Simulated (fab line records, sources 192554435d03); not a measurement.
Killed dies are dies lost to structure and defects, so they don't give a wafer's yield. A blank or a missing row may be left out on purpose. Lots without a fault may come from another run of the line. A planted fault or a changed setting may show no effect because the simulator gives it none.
Split-lot experiment | flow n5_finfet | 7 lots, 39 wafers read, on a route of 1938 steps

THE SPLIT
At N5_BEOL_M10_ILD_DEP_00 (deposits SiCOH lowk from DEMS/porogen, target thk 308.51 nm, time 58 s), the setting time_s was moved away from the recipe's 58 s on 15 of the 39 wafers read, by +25.5% to +56.9%. The other wafers ran this setting at the recipe's value.

FROM THE SPLIT TO THE READING: what the file shows between them, 1 step
- N5_BEOL_M10_CURE_71: cures SiCOH lowk, time 240 s

THE READING
M10_ILD_THK, in nm, at N5_BEOL_M10_THK_MEAS_01. Fault-free wafers of this fab line usually give 268 nm, standard deviation 3 nm.

wafer  | tool, chamber at the split | time_s as run, s | against the recipe | M10_ILD_THK, nm | against lot-mates on the recipe
L078.1 | pecvd-01, 1                | 58               | recipe             | 263             | -
L078.2 | pecvd-01, 0                | 72.78            | +25.5%             | 334             | +68
L078.3 | pecvd-01, 1                | 72.78            | +25.5%             | 339             | +73
L078.4 | pecvd-01, 0                | 58               | recipe             | 268             | -
L078.5 | pecvd-01, 0                | 72.78            | +25.5%             | 335             | +69
L078.6 | pecvd-01, 1                | 58               | recipe             | 268             | -
L084.1 | pecvd-03, 1                | 91.02            | +56.9%             | 419             | +149
L084.2 | pecvd-03, 2                | 58               | recipe             | 268             | -
L084.3 | pecvd-03, 0                | 91.02            | +56.9%             | 420             | +150
L084.4 | pecvd-03, 1                | 58               | recipe             | 270             | -
L084.5 | pecvd-03, 2                | 58               | recipe             | 273             | -
L084.6 | pecvd-03, 0                | 91.02            | +56.9%             | 432             | +162
L086.1 | pecvd-03, 0,2,1            | 58               | recipe             | 272             | -
L086.2 | pecvd-03, 2                | 58               | recipe             | 270             | -
L086.3 | pecvd-03, 1                | 58               | recipe             | 267             | -
L086.4 | pecvd-03, 0,2,1            | 58               | recipe             | 273             | -
L086.5 | pecvd-03, 0,2,1            | 58               | recipe             | 272             | -
L086.6 | pecvd-03, 0                | 58               | recipe             | 270             | -
L089.1 | pecvd-03, 1                | 58               | recipe             | 265             | -
L089.2 | pecvd-03, 0                | 77.25            | +33.2%             | 356             | +88
L089.3 | pecvd-03, 2                | 58               | recipe             | 270             | -
L089.4 | pecvd-03, 2                | 77.25            | +33.2%             | 361             | +93
L089.5 | pecvd-03, 0                | 77.25            | +33.2%             | 365             | +97
L089.6 | pecvd-03, 1                | 58               | recipe             | 268             | -
L095.1 | pecvd-03, 0                | 58               | recipe             | 266             | -
L095.2 | pecvd-03, 2                | 58               | recipe             | 267             | -
L095.3 | pecvd-03, 1                | 75.82            | +30.7%             | 350             | +82
L095.4 | pecvd-03, 1                | 75.82            | +30.7%             | 352             | +84
L095.5 | pecvd-03, 0                | 75.82            | +30.7%             | 353             | +85
L095.6 | pecvd-03, 2                | 58               | recipe             | 270             | -
L097.2 | pecvd-01, 1                | 58               | recipe             | 263             | -
L097.3 | pecvd-01, 0                | 58               | recipe             | 264             | -
L097.5 | pecvd-01, 1                | 58               | recipe             | 269             | -
L096.1 | pecvd-03, 2                | 58               | recipe             | 264             | -
L096.2 | pecvd-03, 0                | 74.91            | +29.2%             | 343             | +76
L096.3 | pecvd-03, 1                | 58               | recipe             | 266             | -
L096.4 | pecvd-03, 2                | 74.91            | +29.2%             | 344             | +77
L096.5 | pecvd-03, 0                | 74.91            | +29.2%             | 348             | +81
L096.6 | pecvd-03, 1                | 58               | recipe             | 270             | -
Where a row lists several chambers, the file gives one row for several wafers and doesn't say which wafer went through which chamber.

THE FIT
A straight line over all 39 wafers: M10_ILD_THK changes by +2.72 nm for each +1% of time_s; r = +1.00; the points scatter about the line by 3.4 nm.
The same after taking each lot's own level away (the mean of its wafers on the recipe; 39 wafers): +2.72 nm for each +1%; r = +1.00; scatter 3 nm.
On that fit, the largest move of time_s shifts the reading by 1.5e+02 nm.
The lots' own levels span 265.3 to 270.7 nm, that is 1.8 times the standard deviation above.
So the lot-to-lot level changes the slope little: the two slopes agree.
Check: with one of the wafers moved furthest among these (+56.9%) left out of the fit, the line predicts +156 nm for it against its lot-mates. It came out at +149 nm against them.

OTHER SPLITS ON THESE WAFERS
These wafers also went through other splits before the reading. Each is held against what the fit with the lots' levels taken away leaves over:
other split on the same wafers        | wafers away from the commonest value | r with M10_ILD_THK (lot level and that fit taken away)
N5_BEOL_M3_ILD_DEP_00 time_s          | 15                                   | +0.06
N5_BEOL_M4_VIA_ETCH_34 target_depth_a | 12                                   | +0.09
N5_BEOL_M6_ETCH_62 target_depth_a     | 15                                   | -0.06
N5_BEOL_M8_CURE_75 time_s             | 15                                   | +0.16

THE WHOLE CHAIN: every reading that the file lists as answering this split, in the file's order
step                    | what it does                                                           | reading                                                                                   | change (the file's fit)              | r (the file's)
N5_BEOL_M10_ILD_DEP_00  | deposits SiCOH lowk from DEMS/porogen, target thk 308.51 nm, time 58 s | SiCOH_lowk_of_BEOL_M10_ILD_DEP_00.thk_nm (the simulator's own value, which no gauge read) | +3.05 nm for each +1% of the setting | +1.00
N5_BEOL_M10_CURE_71     | cures SiCOH lowk, time 240 s                                           | SiCOH_lowk_of_BEOL_M10_ILD_DEP_00.thk_nm (the simulator's own value, which no gauge read) | +2.72 nm for each +1% of the setting | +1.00
N5_BEOL_M10_THK_MEAS_01 |                                                                        | M10_ILD_THK                                                                               | +2.72 for each +1% of the setting    | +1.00

THE FILE'S OWN FIT
M10_ILD_THK changes by +2.72 nm for each +1% of time_s, r = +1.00.
